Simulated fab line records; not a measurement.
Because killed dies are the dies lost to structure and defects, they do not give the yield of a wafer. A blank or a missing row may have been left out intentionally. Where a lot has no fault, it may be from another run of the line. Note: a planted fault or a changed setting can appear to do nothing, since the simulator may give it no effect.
fab line records -- flow n5_finfet -- part 2 of 2: steps 4 to 6 of 6
record lots=19, wafers=57, last_day=22
route steps=1938 shown FIN_SAQP@98 FIN_CUT@166 STI_FIN_REVEAL@183
lots with no fault: from the same line, run without faults
start_h: start of the lot's first displayed wafer, in hours after the record's first day -- wait_h: hours since the lot's step before -- " same as the row above -- L1.1+2: a row that stands for several wafers -- - no value, or no start was given -- * or withheld: withheld -- < > ~ a bound
route shown NAME@n: a module of which the file shows steps, and the number in the route of the first -- usual: mean and standard deviation over wafers with no fault -- same: alike in all rows -- chamber/n: place in a boat -- sites: the reading at each site -- _std_site: how widely they spread, as a standard deviation -- _edge_site: the outer-site mean with the inner-site mean subtracted -- radius_mm: for every site, how far away it sits from the centre of the wafer -- mask NAME#n: copy n -- behind: the tool/chamber that last shaped the wafer -- hold: the reason the lot was held/the length of the hold in hours/how it ended -- device: names the non-switching transistor (n, p or np) -- end of line: tests of these same wafers at the route's end -- for a step that has no rows: nothing shown but its recipe -- killed: not the wafer's yield, but the dies lost to structure and defects at the first sort -- map: per-die view of a wafer (x killed, . not killed, _ where there is no die)
set.NAME: the setting the step ran with; set.NAME@STEP: the setting that earlier step ran with -- model.NAME: the simulator's own value behind a step, which no gauge read
steps of the route over a sample of lots; a table a step, a row a wafer
services: when a tool's chamber went out of use (start_h, in hours from the record's first day, below 0 if earlier), for how many hours, and the reason
## steps
# step N5_FIN_CUT_DESCUM_13
# recipe chemistry=O2, time_s=7, source_power_w=50, bias_power_w=20, pressure_mtorr=20, rf_frequency_hz=2.712e+07, temp_c=40, resist=CAR-EUV, o2_flow_sccm=225
# usual drypump_motor_current_A=5.8/0.36, oes_product_au=0.81/0.091, rf_fwd_power_W=49.31/0.22, rf_vpp_V=243.1/1.2, showerhead_plenum_p_Torr=2.09/0.065, throttle_valve_pct=20.43/0.2
lot.wafer,tool,chamber,start_h,wait_h,drypump_motor_current_A,oes_product_au,rf_fwd_power_W,rf_hours_counter_h,rf_vpp_V,showerhead_plenum_p_Torr,throttle_valve_pct
L074.1,rie_diel-01,3,27.37,0.0,6.1,0.70,49.37,235,244.0,2.15,20.57
L074.3,rie_diel-01,0,27.37,0.0,5.4,0.70,49.25,216,242.6,2.07,20.69
L074.5,rie_diel-01,2,27.37,0.0,5.7,0.90,49.66,-,243.8,2.14,20.56
L075.2,rie_diel-01,2,32.88,0.1,5.7,0.90,49.68,24,244.2,2.14,20.56
L075.4,rie_diel-01,0,32.88,0.1,5.4,0.71,49.04,218,241.5,2.07,20.70
L075.5,rie_diel-01,1,32.88,0.1,5.6,0.75,49.51,-,241.4,1.99,20.62
L076.4,rie_diel-06,2,38.57,0.0,5.5,0.84,48.96,63,242.9,2.13,20.29
L076.5,rie_diel-06,3,38.57,0.0,5.8,0.72,48.96,-,240.4,1.99,20.20
L076.6,rie_diel-06,2,38.57,0.0,5.5,0.85,49.13,-,244.8,2.13,20.28
L077.1,rie_diel-06,1,46.73,0.3,6.3,0.68,49.04,227,243.4,2.07,20.76
L077.4,rie_diel-06,0,46.73,0.3,6.5,0.80,49.17,104,245.2,2.20,20.36
L077.6,rie_diel-06,1,46.73,0.3,6.3,0.68,49.29,-,244.2,2.07,20.78
L080.3,rie_diel-03,1,63.20,0.1,5.2,0.72,49.18,185,244.5,2.17,20.18
L080.4,rie_diel-03,3,63.20,0.1,6.2,0.85,49.38,61,241.8,2.03,20.14
L080.5,rie_diel-03,3,63.20,0.1,6.2,0.85,49.20,-,242.7,2.03,20.14
L081.1,rie_diel-06,1,68.90,0.0,6.3,0.67,49.31,234,242.0,2.06,20.78
L081.2,rie_diel-06,3,68.90,0.0,5.8,0.71,49.35,199,241.5,1.99,20.24
L081.4,rie_diel-06,0,68.90,0.0,6.5,0.80,49.26,111,245.0,2.20,20.35
L082.1,rie_diel-03,1,75.74,0.0,5.2,0.72,48.87,188,244.6,2.17,20.18
L082.3,rie_diel-03,3,75.74,0.0,6.2,0.85,49.32,64,242.8,2.03,20.15
L082.6,rie_diel-03,0,75.74,0.0,6.0,0.94,49.06,-,242.8,2.07,20.55
L083.2,rie_diel-01,2,83.18,0.0,5.7,0.86,49.58,40,243.0,2.13,20.59
L083.3,rie_diel-01,1,83.18,0.0,5.6,0.74,49.41,202,240.3,1.99,20.66
L083.4,rie_diel-01,0,83.18,0.0,5.4,0.69,49.42,-,240.9,2.06,20.75
L084.4,rie_diel-01,2,87.35,0.0,5.6,0.87,49.73,-,244.0,2.13,20.59
L084.5,rie_diel-01,1,87.35,0.0,5.6,0.73,49.52,-,242.4,1.99,20.64
L084.6,rie_diel-01,0,87.35,0.0,5.4,0.68,49.35,-,243.2,2.06,20.73
L085.1,rie_diel-03,3,95.06,0.0,6.2,0.84,49.46,69,242.4,2.03,20.15
L085.2,rie_diel-03,2,95.06,0.0,5.9,0.88,49.52,25,242.1,2.13,20.31
L085.6,rie_diel-03,0,95.06,0.0,6.0,0.94,49.24,-,241.9,2.07,20.59
L086.3,rie_diel-03,2,102.57,0.0,5.9,0.88,49.78,27,243.8,2.13,20.31
L086.5,rie_diel-03,2,102.57,0.0,5.8,0.90,49.67,-,244.4,2.13,20.32
L086.6,rie_diel-03,1,102.57,0.0,5.2,0.72,49.22,-,243.5,2.16,20.20
L087.2,rie_diel-06,3,107.42,0.2,5.8,0.71,48.97,210,241.9,1.98,20.24
L087.4,rie_diel-06,1,107.42,0.2,6.3,0.67,49.12,245,242.3,2.06,20.79
L087.6,rie_diel-06,2,107.42,0.2,5.5,0.83,48.98,-,242.7,2.12,20.30
L088.2,rie_diel-03,3,111.77,0.0,6.2,0.84,49.51,73,241.1,2.03,20.16
L088.5,rie_diel-03,2,111.77,0.0,5.9,0.86,49.56,-,244.4,2.13,20.31
L088.6,rie_diel-03,3,111.77,0.0,6.2,0.83,49.16,-,242.3,2.03,20.17
L090.3,rie_diel-03,1,123.06,0.2,5.2,0.71,49.12,202,245.0,2.16,20.20
L090.5,rie_diel-03,1,123.06,0.2,5.2,0.70,49.08,-,242.8,2.16,20.21
L090.6,rie_diel-03,2,123.06,0.2,5.9,0.85,49.48,-,243.1,2.13,20.31
L092.1,rie_diel-03,3,135.49,0.1,6.1,0.83,49.18,81,242.2,2.02,20.19
L092.2,rie_diel-03,2,135.49,0.1,5.9,0.86,49.57,39,244.9,2.13,20.33
L092.5,rie_diel-03,3,135.49,0.1,6.1,0.83,49.03,-,242.8,2.02,20.16
L093.1,rie_diel-03,0,140.52,0.0,6.0,0.90,49.26,26,241.6,2.06,20.59
L093.4,rie_diel-03,3,140.52,0.0,6.2,0.82,49.36,83,243.0,2.02,20.16
L093.5,rie_diel-03,1,140.52,0.0,5.2,0.69,49.05,-,245.2,2.16,20.21
L094.1,rie_diel-01,1,147.63,0.0,5.6,0.71,49.53,225,240.5,1.98,20.67
L094.5,rie_diel-01,2,147.63,0.0,5.7,0.84,49.86,-,244.2,2.12,20.62
L094.6,rie_diel-01,1,147.63,0.0,5.6,0.72,49.51,-,242.7,1.98,20.69
L096.3,rie_diel-06,0,159.54,0.0,6.5,0.77,49.45,137,245.6,2.19,20.44
L096.4,rie_diel-06,3,159.54,0.0,5.8,0.69,49.16,225,241.4,1.98,20.25
L096.6,rie_diel-06,1,159.54,0.0,6.2,0.97,49.32,-,243.4,2.06,20.41
L097.3,rie_diel-01,0,165.94,0.1,5.4,0.95,49.47,8,241.1,2.05,20.38
L097.4,rie_diel-01,1,165.94,0.1,5.6,0.72,49.67,232,242.6,1.98,20.67
L097.5,rie_diel-01,0,165.94,0.1,5.4,0.94,49.14,-,242.5,2.05,20.35
# step N5_FIN_CUT_STRIP_22
# recipe chemistry=N2/H2, power_w=500, temp_c=40, pressure_mtorr=50, rf_frequency_hz=6e+07, overash_fraction=0.3, bias_power_w=8, h2_frac=0.5, n2_flow_sccm=300, h2_flow_sccm=300
# usual drypump_motor_current_A=5.9/0.39, oes_product_au=0.80/0.093, rf_vpp_V=54.1/2.3, showerhead_plenum_p_Torr=3.36/0.1, throttle_valve_pct=18.9/0.31
lot.wafer,tool,chamber,start_h,wait_h,drypump_motor_current_A,oes_product_au,rf_hours_counter_h,rf_vpp_V,showerhead_plenum_p_Torr,throttle_valve_pct
L074.1,rie_diel-06,0,28.12,0.0,6.5,0.82,99,60.0,3.52,19.1
L074.3,rie_diel-06,1,28.12,0.0,6.3,0.68,222,54.3,3.32,19.2
L074.5,rie_diel-06,0,28.12,0.0,6.5,0.83,-,56.5,3.52,19.1
L075.2,rie_diel-01,0,33.64,0.0,5.4,0.71,219,55.8,3.32,19.2
L075.4,rie_diel-01,2,33.64,0.0,5.7,0.88,25,57.3,3.43,19.1
L075.5,rie_diel-01,3,33.64,0.0,6.1,0.70,-,56.8,3.45,19.0
L076.4,rie_diel-03,2,39.34,0.1,5.9,0.93,-,57.1,3.44,18.9
L076.5,rie_diel-03,3,39.34,0.1,6.2,0.86,-,51.7,3.27,18.3
L076.6,rie_diel-03,1,39.34,0.1,5.2,0.75,-,52.0,3.48,18.8
L077.1,rie_diel-01,3,47.49,0.1,6.1,0.70,241,54.6,3.45,19.0
L077.4,rie_diel-01,2,47.49,0.1,5.7,0.88,29,55.5,3.43,19.1
L077.6,rie_diel-01,1,47.49,0.1,5.6,0.74,-,49.7,3.21,19.5
L080.3,rie_diel-03,0,63.95,0.0,6.0,0.95,5,52.9,3.31,18.8
L080.4,rie_diel-03,2,63.95,0.0,5.9,0.91,18,51.3,3.44,18.9
L080.5,rie_diel-03,3,63.95,0.0,6.2,0.87,-,57.1,3.27,18.3
L081.1,rie_diel-06,2,69.65,0.0,5.6,0.85,73,54.6,3.41,18.4
L081.2,rie_diel-06,3,69.65,0.0,5.8,0.72,200,52.2,3.20,18.7
L081.4,rie_diel-06,0,69.65,0.0,6.5,0.81,111,54.6,3.51,19.1
L082.1,rie_diel-03,1,76.49,0.0,5.2,0.72,189,54.2,3.47,18.8
L082.3,rie_diel-03,3,76.49,0.0,6.2,0.85,65,53.0,3.27,18.3
L082.6,rie_diel-03,0,76.49,0.0,6.0,0.93,-,54.7,3.30,18.8
L083.2,rie_diel-06,2,84.07,0.0,5.5,0.82,77,52.7,3.41,18.5
L083.3,rie_diel-06,3,84.07,0.0,5.8,0.71,204,53.5,3.20,18.7
L083.4,rie_diel-06,0,84.07,0.0,6.5,0.78,115,58.6,3.51,19.1
L084.4,rie_diel-06,0,88.09,0.0,6.5,0.80,116,55.8,3.51,19.1
L084.5,rie_diel-06,0,88.09,0.0,6.5,0.80,-,54.5,3.51,19.1
L084.6,rie_diel-06,1,88.09,0.0,6.3,0.69,-,54.1,3.31,19.3
L085.1,rie_diel-06,1,95.86,0.1,6.3,0.66,242,55.2,3.32,19.3
L085.2,rie_diel-06,2,95.86,0.1,5.5,0.82,80,49.6,3.40,18.5
L085.6,rie_diel-06,3,95.86,0.1,5.8,0.71,-,52.5,3.20,18.7
L086.3,rie_diel-03,2,103.32,0.0,5.9,0.89,27,56.6,3.43,18.9
L086.5,rie_diel-03,0,103.32,0.0,6.0,0.91,-,54.9,3.30,18.9
L086.6,rie_diel-03,1,103.32,0.0,5.2,0.71,-,52.2,3.47,18.8
L087.2,rie_diel-06,2,108.17,0.0,5.5,0.82,84,53.7,3.40,18.5
L087.4,rie_diel-06,3,108.17,0.0,5.8,0.69,211,55.4,3.20,18.7
L087.6,rie_diel-06,3,108.17,0.0,5.8,0.69,-,53.6,3.20,18.8
L088.2,rie_diel-01,0,112.52,0.0,5.4,0.69,246,55.0,3.31,19.2
L088.5,rie_diel-01,1,112.52,0.0,5.7,0.73,-,49.3,3.20,19.5
L088.6,rie_diel-01,0,112.52,0.0,5.4,0.67,-,56.8,3.31,19.2
L090.3,rie_diel-03,2,123.81,0.0,5.9,0.86,35,54.1,3.43,19.0
L090.5,rie_diel-03,3,123.81,0.0,6.2,0.83,-,48.4,3.26,18.4
L090.6,rie_diel-03,2,123.81,0.0,5.9,0.87,-,50.7,3.43,19.0
L092.1,rie_diel-01,1,136.36,0.2,5.7,0.72,222,54.3,3.19,19.5
L092.2,rie_diel-01,3,136.36,0.2,6.1,0.94,13,52.2,3.44,18.7
L092.5,rie_diel-01,2,136.36,0.2,5.7,0.82,-,53.6,3.41,19.2
L093.1,rie_diel-03,2,141.27,0.0,5.9,0.86,41,52.1,3.42,19.0
L093.4,rie_diel-03,3,141.27,0.0,6.1,0.84,83,55.5,3.26,18.4
L093.5,rie_diel-03,0,141.27,0.0,6.0,0.90,-,54.9,3.29,18.9
L094.1,rie_diel-01,0,148.39,0.0,5.4,0.99,2,55.3,3.31,18.8
L094.5,rie_diel-01,0,148.39,0.0,5.4,1.00,-,56.6,3.31,18.8
L094.6,rie_diel-01,3,148.39,0.0,6.1,0.94,-,56.1,3.44,18.7
L096.3,rie_diel-06,1,160.44,0.0,6.3,1.02,4,53.4,3.31,18.9
L096.4,rie_diel-06,0,160.44,0.0,6.5,0.78,138,55.8,3.50,19.1
L096.6,rie_diel-06,1,160.44,0.0,6.3,0.98,-,53.6,3.31,18.8
L097.3,rie_diel-06,3,166.88,0.2,5.8,0.71,227,54.4,3.19,18.7
L097.4,rie_diel-06,0,166.88,0.2,6.5,0.77,140,55.4,3.50,19.2
L097.5,rie_diel-06,0,166.88,0.2,6.5,0.77,-,57.5,3.50,19.1
# step N5_STI_FIN_REVEAL_ALD_00
# recipe material=SiO2, target_thk_a=10, temp_c=300, ald_precursor_family=BDEAS, ald_co_reactant=O2-plasma, pulse_time_s=1, pressure_torr=2
# usual heater_power_w=464/48, precursor_pulse_height_rel=1.001/0.019
lot.wafer,tool,chamber,start_h,wait_h,heater_power_w,precursor_pulse_height_rel
L074.1,ald_sin-02,2,28.32,0.0,432,0.990
L074.3,ald_sin-02,1,28.32,0.0,456,1.016
L074.5,ald_sin-02,1,28.32,0.0,460,1.012
L075.2,ald_sin-02,2,33.84,0.0,448,1.003
L075.4,ald_sin-02,0,33.84,0.0,435,1.003
L075.5,ald_sin-02,3,33.84,0.0,448,0.991
L076.4,ald_sin-01,0,39.52,0.0,379,0.972
L076.5,ald_sin-01,1,39.52,0.0,474,0.979
L076.6,ald_sin-01,2,39.52,0.0,558,1.018
L077.1,ald_sin-01,0,47.69,0.0,385,0.995
L077.4,ald_sin-01,1,47.69,0.0,474,1.021
L077.6,ald_sin-01,2,47.69,0.0,534,1.015
L080.3,ald_sin-03,3,64.37,0.3,485,1.049
L080.4,ald_sin-03,1,64.37,0.3,419,1.008
L080.5,ald_sin-03,3,64.37,0.3,476,1.030
L081.1,ald_sin-03,1,69.85,0.0,427,0.989
L081.2,ald_sin-03,3,69.85,0.0,486,1.007
L081.4,ald_sin-03,0,69.85,0.0,454,0.994
L082.1,ald_sin-02,1,76.69,0.0,467,1.013
L082.3,ald_sin-02,3,76.69,0.0,453,0.998
L082.6,ald_sin-02,2,76.69,0.0,440,1.027
L083.2,ald_sin-02,3,84.32,0.1,443,1.015
L083.3,ald_sin-02,1,84.32,0.1,463,1.003
L083.4,ald_sin-02,2,84.32,0.1,446,0.985
L084.4,ald_sin-01,0,88.29,0.0,391,0.956
L084.5,ald_sin-01,2,88.29,0.0,538,1.038
L084.6,ald_sin-01,1,88.29,0.0,473,1.032
L085.1,ald_sin-02,0,97.49,1.5,436,0.987
L085.2,ald_sin-02,2,97.49,1.5,445,1.033
L085.6,ald_sin-02,1,97.49,1.5,461,0.999
L086.3,ald_sin-03,1,103.51,0.0,405,0.989
L086.5,ald_sin-03,2,103.51,0.0,605,1.018
L086.6,ald_sin-03,3,103.51,0.0,472,1.021
L087.2,ald_sin-02,2,108.37,0.0,448,1.009
L087.4,ald_sin-02,0,108.37,0.0,450,1.002
L087.6,ald_sin-02,1,108.37,0.0,466,1.034
L088.2,ald_sin-02,1,112.71,0.0,466,0.975
L088.5,ald_sin-02,2,112.71,0.0,452,0.971
L088.6,ald_sin-02,3,112.71,0.0,443,1.000
L090.3,ald_sin-01,2,124.83,0.9,545,1.012
L090.5,ald_sin-01,0,124.83,0.9,398,0.983
L090.6,ald_sin-01,1,124.83,0.9,470,0.993
L092.1,ald_sin-02,1,136.57,0.0,458,0.977
L092.2,ald_sin-02,0,136.57,0.0,441,1.023
L092.5,ald_sin-02,2,136.57,0.0,433,1.050
L093.1,ald_sin-02,1,141.48,0.0,461,1.016
L093.4,ald_sin-02,3,141.48,0.0,440,0.993
L093.5,ald_sin-02,0,141.48,0.0,451,0.961
L094.1,ald_sin-03,2,148.58,0.0,610,0.997
L094.5,ald_sin-03,3,148.58,0.0,454,1.002
L094.6,ald_sin-03,2,148.58,0.0,607,1.008
L096.3,ald_sin-03,2,160.78,0.2,592,0.999
L096.4,ald_sin-03,0,160.78,0.2,446,1.014
L096.6,ald_sin-03,1,160.78,0.2,414,0.991
L097.3,ald_sin-02,0,167.08,0.0,445,0.977
L097.4,ald_sin-02,1,167.08,0.0,467,1.008
L097.5,ald_sin-02,0,167.08,0.0,427,1.008
## services
tool,chamber,start_h,hours,kind
pecvd-03,1,-1.28,21.5,repair
rie_diel-01,-,4.79,1.1,repair
rie_diel-01,2,8.88,3.9,repair
rie_diel-06,2,9.99,2.7,repair
rie_diel-06,3,11.85,5.5,repair
rie_diel-03,-,13.18,14.6,pm
rie_diel-06,-,25.45,0.3,repair
pecvd-03,-,31.31,1.3,repair
rie_diel-01,1,48.99,5.8,repair
pecvd-03,1,65.16,3.6,repair
ald_sin-02,-,70.72,0.3,repair
ald_sin-03,0,74.27,10.8,repair
rie_diel-04,3,81.15,6.9,repair
rie_diel-03,-,82.64,0.7,repair
ald_sin-03,3,85.16,6.3,repair
ald_sin-03,-,85.25,14.0,pm
rie_diel-03,3,106.94,1.8,repair
ald_sin-03,2,112.53,13.7,repair
ald_sin-03,0,118.27,20.1,repair
pecvd-03,-,118.87,2.8,pm
rie_diel-03,0,125.34,6.0,repair
rie_diel-05,1,126.71,2.8,repair
rie_diel-05,2,144.20,3.8,repair
rie_diel-01,2,154.65,6.9,repair
